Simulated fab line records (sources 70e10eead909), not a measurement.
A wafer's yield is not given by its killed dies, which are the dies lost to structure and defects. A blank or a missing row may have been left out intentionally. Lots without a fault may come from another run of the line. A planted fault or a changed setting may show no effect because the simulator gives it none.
fab line records ; flow nand_harc ; part 1 of 2: steps 1 to 32 of 41
record: lots: 5; wafers: 15; last_day: 32
route steps=1302 shown P_GATE@114
lots with no fault: from the same line, run without faults
start_h: hours from the record's opening day to when the first of the lot's shown wafers began ; wait_h: hours from the lot's prior step to this one ; " as in the row above ; L1.1+2: one row covering several wafers at once ; - no value, or no start given ; * or withheld: withheld ; < > ~ a bound
route shown NAME@n: a module of which the file shows steps, and the number in the route of the first ; usual: the fault-free wafers' mean and standard deviation ; same: alike in all rows ; chamber/n: place in a boat ; sites: the reading at each site ; _std_site: their standard deviation ; _edge_site: mean of outer sites minus mean of inner sites ; radius_mm: for every site, how far away it sits from the centre of the wafer ; mask NAME#n: copy n ; behind: the tool/chamber that last shaped the wafer ; hold: why the lot went on hold/how many hours it stayed there/how the hold came to an end ; device: whichever transistor did not switch (one of n, p or np) ; end of line: tests of these same wafers at the route's end ; step lacking rows: just its recipe ; killed: not the wafer's yield, but the dies lost to structure and defects at the first sort ; map: a wafer's dies, marking killed ones x, the rest . and places with no die _
set.NAME: the setting the step ran with; set.NAME@STEP: the setting that earlier step ran with ; model.NAME: the simulator's own value behind a step, which no gauge read
lots at selected steps of the route; one table per step, one row per wafer
services: when a tool's chamber went out of use (start_h, in hours from the record's first day, below 0 if earlier), for how many hours, and the reason
== steps ==
step: NHARC_P_GATE_DEHYDRATE_03
recipe: temp_c: 150; time_s: 120
lot.wafer;tool;chamber;start_h;wait_h
L076.2+4+5;litho_track-02;0;102.79;0.4
L077.2+3+4;litho_track-02;0;112.21;0.4
L081.4+5+6;litho_track-02;0;159.18;0.4
L083.1+2+4;litho_track-05;0;179.48;0.4
L095.1+3+6;litho_track-03;0;295.18;0.4
step: NHARC_P_GATE_HMDS_04
recipe: time_s: 30
lot.wafer;tool;chamber;start_h;wait_h
L076.2+4+5;litho_track-02;0;-;-
L077.2+3+4;litho_track-02;0;-;-
L081.4+5+6;litho_track-02;0;-;-
L083.1+2+4;litho_track-05;0;-;-
L095.1+3+6;litho_track-03;0;-;-
step: NHARC_P_GATE_COAT_05
recipe: spin_rpm: 4690
lot.wafer;tool;chamber;start_h;wait_h
L076.2+4+5;litho_track-02;0;-;-
L077.2+3+4;litho_track-02;0;-;-
L081.4+5+6;litho_track-02;0;-;-
L083.1+2+4;litho_track-05;0;-;-
L095.1+3+6;litho_track-03;0;-;-
step: NHARC_P_GATE_SOFTBAKE_06
recipe: temp_c: 122; time_s: 95
lot.wafer;tool;chamber;start_h;wait_h
L076.2+4+5;litho_track-02;0;-;-
L077.2+3+4;litho_track-02;0;-;-
L081.4+5+6;litho_track-02;0;-;-
L083.1+2+4;litho_track-05;0;-;-
L095.1+3+6;litho_track-03;0;-;-
step: NHARC_P_GATE_EBR_07
lot.wafer;tool;chamber;start_h;wait_h
L076.2+4+5;litho_track-02;0;-;-
L077.2+3+4;litho_track-02;0;-;-
L081.4+5+6;litho_track-02;0;-;-
L083.1+2+4;litho_track-05;0;-;-
L095.1+3+6;litho_track-03;0;-;-
step: NHARC_P_GATE_EXPOSE_08
recipe: na: 0.6; dose_mj: 16.75; mask_id: P_HV
usual: reticle_temp_C: 23.00/0.11
same: na: 0.6
lot.wafer;tool;chamber;start_h;wait_h;mask;reticle_temp_C
L076.2;krf_scanner-04;0;103.07;-;P_HV#0;22.85
L076.4;krf_scanner-04;0;103.07;-;P_HV#0;22.89
L076.5;krf_scanner-04;0;103.07;-;P_HV#0;23.09
L077.2;krf_scanner-04;0;112.35;-;P_HV#0;22.89
L077.3;krf_scanner-04;0;112.35;-;P_HV#0;23.00
L077.4;krf_scanner-04;0;112.35;-;P_HV#0;22.86
L081.4;krf_scanner-03;0;159.34;-;P_HV#0;23.15
L081.5;krf_scanner-03;0;159.34;-;P_HV#0;23.16
L081.6;krf_scanner-03;0;159.34;-;P_HV#0;23.04
L083.1;krf_scanner-03;0;179.75;-;P_HV#0;23.01
L083.2;krf_scanner-03;0;179.75;-;P_HV#0;23.17
L083.4;krf_scanner-03;0;179.75;-;P_HV#0;23.10
L095.1;krf_scanner-03;0;295.32;-;P_HV#0;23.04
L095.3;krf_scanner-03;0;295.32;-;P_HV#0;22.97
L095.6;krf_scanner-03;0;295.32;-;P_HV#0;22.97
step: NHARC_P_GATE_PEB_09
recipe: peb_temp_c: 118; peb_time_s: 85
lot.wafer;tool;chamber;start_h;wait_h
L076.2+4+5;litho_track-05;0;103.13;0.1
L077.2+3+4;litho_track-03;0;112.42;0.1
L081.4+5+6;litho_track-02;0;159.39;0.0
L083.1+2+4;litho_track-02;0;179.82;0.1
L095.1+3+6;litho_track-03;0;295.39;0.1
step: NHARC_P_GATE_DEVELOP_10
recipe: time_s: 70
lot.wafer;tool;chamber;start_h;wait_h
L076.2+4+5;litho_track-05;0;-;-
L077.2+3+4;litho_track-03;0;-;-
L081.4+5+6;litho_track-02;0;-;-
L083.1+2+4;litho_track-02;0;-;-
L095.1+3+6;litho_track-03;0;-;-
step: NHARC_P_GATE_CD_MEAS_11
recipe: target_cd_nm: 1640; landing_energy_ev: 500
usual: cd_nm: 1640.4/2
lot.wafer;tool;chamber;start_h;wait_h;cd_nm
L076.2;cd_sem-03;0;103.22;-;1638.0
L076.4;cd_sem-03;0;103.22;-;1639.3
L076.5;cd_sem-03;0;103.22;-;1636.7
L077.2;cd_sem-02;0;112.51;-;1637.4
L077.3;cd_sem-02;0;112.51;-;1639.6
L077.4;cd_sem-02;0;112.51;-;1641.7
L081.4;cd_sem-03;0;159.48;-;1642.8
L081.5;cd_sem-03;0;159.48;-;1642.5
L081.6;cd_sem-03;0;159.48;-;1639.4
L083.1;cd_sem-03;0;179.91;-;1643.7
L083.2;cd_sem-03;0;179.91;-;1643.6
L083.4;cd_sem-03;0;179.91;-;1641.4
L095.1;cd_sem-03;0;295.48;-;1644.4
L095.3;cd_sem-03;0;295.48;-;1642.2
L095.6;cd_sem-03;0;295.48;-;1641.9
step: NHARC_P_GATE_HARDBAKE_12
recipe: temp_c: 125; time_s: 80
lot.wafer;tool;chamber;start_h;wait_h
L076.2+4+5;litho_track-02;0;103.30;-
L077.2+3+4;litho_track-05;0;112.59;-
L081.4+5+6;litho_track-02;0;159.56;-
L083.1+2+4;litho_track-05;0;179.99;-
L095.1+3+6;litho_track-03;0;295.56;-
step: NHARC_P_GATE_DESCUM_13
recipe: time_s: 3; o2_flow_sccm: 200; ar_flow_sccm: 0; bias_power_w: 0; chemistry: O2
usual: drypump_motor_current_A: 5.7/0.37; oes_product_au: 1.000/0.013; rf_vpp_V: 57.9/0.92; showerhead_plenum_p_Torr: 1.94/0.082; throttle_valve_pct: 11.312/0.0092
lot.wafer;tool;chamber;start_h;wait_h;drypump_motor_current_A;oes_product_au;rf_hours_counter_h;rf_vpp_V;showerhead_plenum_p_Torr;throttle_valve_pct
L076.2;rie_diel-01;2;103.39;-;5.7;0.992;3.8;57.7;2.04;11.315
L076.4;rie_diel-01;1;103.39;-;6.0;1.002;-;57.5;2.00;11.324
L076.5;rie_diel-01;3;103.39;-;5.8;1.028;-;55.8;1.90;11.307
L077.3;rie_diel-11;2;112.66;-;5.9;1.017;1.5;57.5;1.95;11.300
L077.4;rie_diel-11;3;112.66;-;5.4;0.992;1.5;58.4;1.97;11.325
L077.2;rie_diel-11;0;112.66;-;6.1;0.994;0.9;59.0;1.97;11.317
L081.5;rie_diel-04;2;159.68;-;5.8;0.995;-;58.4;2.05;11.305
L081.6;rie_diel-04;3;159.68;-;5.2;0.991;-;57.2;1.79;11.314
L081.4;rie_diel-04;0;159.68;-;5.4;1.004;-;57.8;1.84;11.312
L083.4;rie_diel-11;2;180.07;-;5.9;1.010;5.4;58.3;1.95;11.323
L083.1;rie_diel-11;0;180.07;-;6.1;0.991;4.0;59.2;1.96;11.303
L083.2;rie_diel-11;1;180.07;-;5.6;1.008;3.0;57.2;2.04;11.299
L095.3;rie_diel-01;3;295.64;-;5.9;1.004;6.2;58.5;1.90;11.310
L095.1;rie_diel-01;1;295.64;-;6.0;1.005;6.4;57.8;2.00;11.312
L095.6;rie_diel-01;3;295.64;-;5.9;1.013;-;58.0;1.90;11.308
step: NHARC_P_GATE_ETCH_14
recipe: target_depth_a: 488; chemistry: dHF; material: SiO2
lot.wafer;tool;chamber;start_h;wait_h
L076.4+2+5;wet_bench-03;4,6,7;103.55;0.1
L077.4+2+3;wet_bench-03;5,1,2;112.80;0.1
L081.6+5+4;wet_bench-07;4,5,7;159.80;0.1
L083.1+4+2;wet_bench-01;7,2,3;180.21;0.1
L095.1+3+6;wet_bench-03;1,2,6;295.78;0.1
step: NHARC_P_GATE_STRIP_15
recipe: time_s: 780; temp_c: 130; chemistry: SPM
lot.wafer;tool;chamber;start_h;wait_h
L076.4+2+5;wet_bench-03;4,6,7;103.59;0.0
L077.4+2+3;wet_bench-03;5,1,2;112.84;0.0
L081.6+5+4;wet_bench-07;4,5,7;159.88;0.1
L083.1+4+2;wet_bench-01;7,2,3;180.25;0.0
L095.1+3+6;wet_bench-03;1,2,6;295.82;0.0
step: NHARC_P_GATE_PRECLEAN_71
recipe: time_s: *; temp_c: 50; bath_age_min: 0; chemistry: SC1
lot.wafer;tool;chamber;start_h;wait_h
L076.4+2+5;wet_bench-03;4,6,7;-;-
L077.4+2+3;wet_bench-03;5,1,2;-;-
L081.6+5+4;wet_bench-07;4,5,7;-;-
L083.1+4+2;wet_bench-01;7,2,3;-;-
L095.1+3+6;wet_bench-03;1,2,6;-;-
step: NHARC_P_GATE_SRD_72
lot.wafer;tool;chamber;start_h;wait_h
L076.4+2+5;wet_bench-03;4,6,7;-;-
L077.4+2+3;wet_bench-03;5,1,2;-;-
L081.6+5+4;wet_bench-07;4,5,7;-;-
L083.1+4+2;wet_bench-01;7,2,3;-;-
L095.1+3+6;wet_bench-03;1,2,6;-;-
step: NHARC_P_GATE_OXIDE_16
recipe: target_thk_a: 30; temp_c: 875; ox_time_s: 392; material: SiO2
same: ox_time_s: 392
lot.wafer;tool;chamber;start_h;wait_h
L076.2+4+5;furnace-08;0;107.14;-
L077.2+3+4;furnace-04;0;116.33;-
L081.4+5+6;furnace-08;0;163.50;-
L083.1+2+4;furnace-08;0;183.81;-
L095.1+3+6;furnace-08;0;299.38;-
step: NHARC_P_GATE_CVD_17
recipe: target_thk_a: 1500; temp_c: 620; time_s: 900; material: poly-Si
lot.wafer;tool;chamber;start_h;wait_h
L076.2+4+5;lpcvd_poly-03;0;113.42;2.7
L077.2+3+4;lpcvd_poly-02;0;122.42;2.5
L081.4+5+6;lpcvd_poly-03;0;169.85;2.8
L083.1+2+4;lpcvd_poly-01;0;189.93;2.6
L095.1+3+6;lpcvd_poly-03;0;305.57;2.7
step: NHARC_P_GATE_HM_DEP_102
recipe: target_thk_a: 1200; temp_c: 400; material: aC
usual: throttle_valve_pct: 35.000/0.0099
lot.wafer;tool;chamber;start_h;wait_h;throttle_valve_pct
L076.2;acl_dep-02;0;120.14;4.5;34.995
L076.4;acl_dep-02;0;120.14;4.5;34.996
L076.5;acl_dep-02;0;120.14;4.5;35.001
L077.2;acl_dep-02;0;130.19;5.6;35.003
L077.3;acl_dep-02;0;130.19;5.6;34.989
L077.4;acl_dep-02;0;130.19;5.6;35.001
L081.4;acl_dep-03;0;175.10;3.0;34.999
L081.5;acl_dep-03;0;175.10;3.0;35.015
L081.6;acl_dep-03;0;175.10;3.0;34.993
L083.1;acl_dep-03;0;192.54;0.4;34.999
L083.2;acl_dep-03;0;192.54;0.4;34.992
L083.4;acl_dep-03;0;192.54;0.4;34.985
L095.1;acl_dep-02;0;310.52;2.7;34.987
L095.3;acl_dep-02;0;310.52;2.7;34.992
L095.6;acl_dep-02;0;310.52;2.7;34.988
step: NHARC_P_GATE_DEP_103
recipe: target_thk_a: 300; target_thk_nm: 30; temp_c: 400; flow_sccm: 200; rf_w: 350; material: SiON
usual: heater_power_w: 764/110; rf_fwd_power_W: 348.1/1
lot.wafer;tool;chamber;start_h;wait_h;heater_power_w;rf_fwd_power_W
L076.2;pecvd-02;1;120.69;0.4;972;349.6
L076.5;pecvd-02;1;120.69;0.4;958;349.5
L076.4;pecvd-02;0;120.69;0.4;891;347.8
L077.2;pecvd-04;2;130.75;0.5;682;347.8
L077.3;pecvd-04;0;130.75;0.5;839;348.9
L077.4;pecvd-04;2;130.75;0.5;679;347.0
L081.5;pecvd-02;2;175.53;0.2;788;348.3
L081.6;pecvd-02;0;175.53;0.2;767;348.9
L081.4;pecvd-02;1;175.53;0.2;937;348.5
L083.2;pecvd-02;2;193.19;0.4;717;347.6
L083.1;pecvd-02;1;193.19;0.4;929;348.3
L083.4;pecvd-02;2;193.19;0.4;720;348.7
L095.1;pecvd-02;0;311.29;0.7;875;348.4
L095.3;pecvd-02;1;311.29;0.7;878;346.9
L095.6;pecvd-02;1;311.29;0.7;881;348.0
step: NHARC_P_GATE_DEHYDRATE_18
recipe: temp_c: 150; time_s: 120
lot.wafer;tool;chamber;start_h;wait_h
L076.2+4+5;litho_track-06;0;120.99;0.3
L077.2+3+4;litho_track-06;0;131.02;0.2
L081.4+5+6;litho_track-01;0;175.72;0.1
L083.1+2+4;litho_track-01;0;193.46;0.2
L095.1+3+6;litho_track-01;0;311.56;0.2
step: NHARC_P_GATE_HMDS_19
recipe: time_s: 30
lot.wafer;tool;chamber;start_h;wait_h
L076.2+4+5;litho_track-06;0;-;-
L077.2+3+4;litho_track-06;0;-;-
L081.4+5+6;litho_track-01;0;-;-
L083.1+2+4;litho_track-01;0;-;-
L095.1+3+6;litho_track-01;0;-;-
step: NHARC_P_GATE_COAT_20
recipe: spin_rpm: 1500; resist_thk_nm: 90
lot.wafer;tool;chamber;start_h;wait_h
L076.2+4+5;litho_track-06;0;-;-
L077.2+3+4;litho_track-06;0;-;-
L081.4+5+6;litho_track-01;0;-;-
L083.1+2+4;litho_track-01;0;-;-
L095.1+3+6;litho_track-01;0;-;-
step: NHARC_P_GATE_SOFTBAKE_21
recipe: temp_c: 105; time_s: 55
lot.wafer;tool;chamber;start_h;wait_h
L076.2+4+5;litho_track-06;0;-;-
L077.2+3+4;litho_track-06;0;-;-
L081.4+5+6;litho_track-01;0;-;-
L083.1+2+4;litho_track-01;0;-;-
L095.1+3+6;litho_track-01;0;-;-
step: NHARC_P_GATE_EBR_22
lot.wafer;tool;chamber;start_h;wait_h
L076.2+4+5;litho_track-06;0;-;-
L077.2+3+4;litho_track-06;0;-;-
L081.4+5+6;litho_track-01;0;-;-
L083.1+2+4;litho_track-01;0;-;-
L095.1+3+6;litho_track-01;0;-;-
step: NHARC_P_GATE_EXPOSE_23
recipe: na: 1.35; target_cd_nm: 120; dose_mj: 93.91; mask_id: P_GATE
usual: reticle_temp_C: 23.00/0.088
same: na: 1.35
lot.wafer;tool;chamber;start_h;wait_h;mask;reticle_temp_C
L076.2;arfi_scanner-03;0;121.14;-;P_GATE#0;23.20
L076.4;arfi_scanner-03;0;121.14;-;P_GATE#0;22.87
L076.5;arfi_scanner-03;0;121.14;-;P_GATE#0;23.01
L077.2;arfi_scanner-01;0;131.29;-;P_GATE#0;23.08
L077.3;arfi_scanner-01;0;131.29;-;P_GATE#0;22.97
L077.4;arfi_scanner-01;0;131.29;-;P_GATE#0;23.13
L081.4;arfi_scanner-01;0;175.99;-;P_GATE#0;23.02
L081.5;arfi_scanner-01;0;175.99;-;P_GATE#0;23.18
L081.6;arfi_scanner-01;0;175.99;-;P_GATE#0;23.04
L083.1;arfi_scanner-03;0;193.61;-;P_GATE#0;22.95
L083.2;arfi_scanner-03;0;193.61;-;P_GATE#0;22.93
L083.4;arfi_scanner-03;0;193.61;-;P_GATE#0;23.01
L095.1;arfi_scanner-03;0;311.83;-;P_GATE#0;23.11
L095.3;arfi_scanner-03;0;311.83;-;P_GATE#0;23.02
L095.6;arfi_scanner-03;0;311.83;-;P_GATE#0;22.96
step: NHARC_P_GATE_PEB_24
recipe: peb_temp_c: 100; peb_time_s: 65
lot.wafer;tool;chamber;start_h;wait_h
L076.2+4+5;litho_track-01;0;121.20;0.1
L077.2+3+4;litho_track-04;0;131.35;0.1
L081.4+5+6;litho_track-01;0;176.04;0.0
L083.1+2+4;litho_track-06;0;193.67;0.1
L095.1+3+6;litho_track-04;0;311.89;0.1
step: NHARC_P_GATE_DEVELOP_25
recipe: develop_time_s: 35; dev_temp_c: 23
lot.wafer;tool;chamber;start_h;wait_h
L076.2+4+5;litho_track-01;0;-;-
L077.2+3+4;litho_track-04;0;-;-
L081.4+5+6;litho_track-01;0;-;-
L083.1+2+4;litho_track-06;0;-;-
L095.1+3+6;litho_track-04;0;-;-
step: NHARC_P_GATE_CD_MEAS_26
recipe: target_cd_nm: 120; landing_energy_ev: 500
usual: cd_nm: 120.4/0.91
lot.wafer;tool;chamber;start_h;wait_h;cd_nm
L076.2;cd_sem-03;0;121.28;-;120.3
L076.4;cd_sem-03;0;121.28;-;121.5
L076.5;cd_sem-03;0;121.28;-;122.4
L077.2;cd_sem-02;0;131.44;-;120.5
L077.3;cd_sem-02;0;131.44;-;120.6
L077.4;cd_sem-02;0;131.44;-;120.2
L081.4;cd_sem-02;0;176.13;-;119.0
L081.5;cd_sem-02;0;176.13;-;120.1
L081.6;cd_sem-02;0;176.13;-;120.4
L083.1;cd_sem-01;0;193.74;-;120.5
L083.2;cd_sem-01;0;193.74;-;118.9
L083.4;cd_sem-01;0;193.74;-;119.4
L095.1;cd_sem-03;0;311.97;-;121.5
L095.3;cd_sem-03;0;311.97;-;121.5
L095.6;cd_sem-03;0;311.97;-;121.2
step: NHARC_P_GATE_OVL_MEAS_27
usual: overlay_x_nm: -0.1/0.89; overlay_y_nm: 0.0/0.81
lot.wafer;tool;chamber;start_h;wait_h;overlay_x_nm;overlay_y_nm
L076.2;overlay-01;-;121.36;-;0.6;0.7
L076.4;overlay-01;-;121.36;-;0.7;1.4
L076.5;overlay-01;-;121.36;-;0.5;0.6
L077.2;overlay-01;-;131.52;-;-0.8;-1.3
L077.3;overlay-01;-;131.52;-;-0.3;-1.1
L077.4;overlay-01;-;131.52;-;-0.4;-1.6
L081.4;overlay-01;-;176.21;-;-0.3;-0.9
L081.5;overlay-01;-;176.21;-;-1.1;-0.1
L081.6;overlay-01;-;176.21;-;-0.8;-0.7
L083.1;overlay-01;-;193.83;-;0.4;-0.4
L083.2;overlay-01;-;193.83;-;1.1;-0.5
L083.4;overlay-01;-;193.83;-;0.6;-0.8
L095.1;overlay-02;-;312.06;-;-0.2;0.2
L095.3;overlay-02;-;312.06;-;1.0;0.1
L095.6;overlay-02;-;312.06;-;0.4;-0.1
step: NHARC_P_GATE_INSPECT_28
usual: raw_defect_count: 6.4/2.8
lot.wafer;tool;chamber;start_h;wait_h;raw_defect_count
L076.2;defect_inspect-02;-;121.40;0.0;13
L076.4;defect_inspect-02;-;121.40;0.0;9
L076.5;defect_inspect-02;-;121.40;0.0;5
L077.2;defect_inspect-01;-;131.56;0.0;5
L077.3;defect_inspect-01;-;131.56;0.0;5
L077.4;defect_inspect-01;-;131.56;0.0;5
L081.4;defect_inspect-02;-;176.25;0.0;1
L081.5;defect_inspect-02;-;176.25;0.0;7
L081.6;defect_inspect-02;-;176.25;0.0;6
L083.1;defect_inspect-02;-;193.87;0.0;4
L083.2;defect_inspect-02;-;193.87;0.0;8
L083.4;defect_inspect-02;-;193.87;0.0;5
L095.1;defect_inspect-02;-;312.09;0.0;6
L095.3;defect_inspect-02;-;312.09;0.0;9
L095.6;defect_inspect-02;-;312.09;0.0;10
step: NHARC_P_GATE_DESCUM_31
recipe: time_s: 3; o2_flow_sccm: 200; ar_flow_sccm: 0; bias_power_w: 0; chemistry: O2
usual: drypump_motor_current_A: 5.7/0.38; oes_product_au: 0.998/0.013; rf_vpp_V: 57.9/0.86; showerhead_plenum_p_Torr: 1.94/0.088; throttle_valve_pct: 11.311/0.0095
lot.wafer;tool;chamber;start_h;wait_h;drypump_motor_current_A;oes_product_au;rf_hours_counter_h;rf_vpp_V;showerhead_plenum_p_Torr;throttle_valve_pct
L076.2;rie_diel-04;2;121.46;0.1;5.8;1.001;6.1;59.4;2.05;11.303
L076.4;rie_diel-04;1;121.46;0.1;5.0;1.024;6.3;56.7;1.93;11.308
L076.5;rie_diel-04;2;121.46;0.1;5.8;0.992;-;58.5;2.05;11.319
L077.3;rie_diel-11;3;131.62;0.1;5.4;0.997;2.4;59.3;1.97;11.315
L077.4;rie_diel-11;1;131.62;0.1;5.6;1.013;1.5;57.8;2.04;11.322
L077.2;rie_diel-11;2;131.62;0.1;5.9;1.005;2.3;57.4;1.95;11.312
L081.4;rie_diel-04;0;176.33;0.1;5.4;1.006;9.7;56.2;1.84;11.303
L081.5;rie_diel-04;1;176.33;0.1;5.0;1.010;-;57.1;1.93;11.327
L081.6;rie_diel-04;2;176.33;0.1;5.8;0.974;-;57.7;2.05;11.332
L083.1;rie_diel-01;3;193.94;0.1;5.8;1.022;10.1;56.7;1.90;11.310
L083.4;rie_diel-01;0;193.94;0.1;6.4;1.001;7.8;57.7;1.83;11.327
L083.2;rie_diel-01;1;193.94;0.1;6.0;1.001;9.0;57.4;2.00;11.318
L095.1;rie_diel-01;0;312.17;0.1;6.4;0.980;7.4;57.4;1.83;11.319
L095.3;rie_diel-01;1;312.17;0.1;6.0;0.985;7.7;58.9;2.00;11.299
L095.6;rie_diel-01;2;312.17;0.1;5.7;1.009;-;57.5;2.03;11.314
step: NHARC_P_GATE_ETCH_104
recipe: target_depth_a: 600; time_s: withheld; cf4_flow_sccm: 100; chf3_flow_sccm: 30; ar_flow_sccm: 0; rf_w: 500; bias_w: 200; chemistry: CF4/CHF3
usual: drypump_motor_current_A: 5.7/0.39; oes_product_au: 0.946/0.022; rf_fwd_power_W: 491.5/2.7; rf_vpp_V: 371.2/2.4; showerhead_plenum_p_Torr: 1.59/0.068; throttle_valve_pct: 16.803/0.0095
lot.wafer;tool;chamber;start_h;wait_h;drypump_motor_current_A;oes_product_au;rf_fwd_power_W;rf_vpp_V;showerhead_plenum_p_Torr;throttle_valve_pct
L076.4;rie_diel-04;1;121.56;0.1;5.0;0.987;489.9;372.3;1.59;16.790
L076.2;rie_diel-04;2;121.56;0.1;5.8;0.962;490.5;374.5;1.68;16.796
L076.5;rie_diel-04;3;121.56;0.1;5.2;0.945;489.9;365.4;1.48;16.813
L077.4;rie_diel-11;1;131.70;0.1;5.6;0.939;493.1;373.8;1.67;16.810
L077.3;rie_diel-11;3;131.70;0.1;5.4;0.911;496.3;370.8;1.62;16.794
L077.2;rie_diel-11;0;131.70;0.1;6.1;0.928;492.0;372.4;1.61;16.803
L081.4;rie_diel-04;1;176.39;0.1;5.0;0.970;491.0;371.0;1.59;16.794
L081.6;rie_diel-04;1;176.39;0.1;5.0;0.964;492.2;371.8;1.59;16.799
L081.5;rie_diel-04;2;176.39;0.1;5.8;0.917;490.8;374.6;1.68;16.791
L083.2;rie_diel-01;0;194.02;0.1;6.4;0.972;495.8;368.9;1.51;16.820
L083.4;rie_diel-01;1;194.02;0.1;6.0;0.980;486.7;372.2;1.64;16.824
L083.1;rie_diel-01;2;194.02;0.1;5.7;0.939;486.2;373.9;1.67;16.821
L095.3;rie_diel-01;1;312.24;0.1;6.0;0.910;486.8;371.3;1.64;16.800
L095.1;rie_diel-01;2;312.24;0.1;5.7;0.930;487.9;373.0;1.67;16.819
L095.6;rie_diel-01;1;312.24;0.1;6.0;0.917;487.5;371.8;1.64;16.802
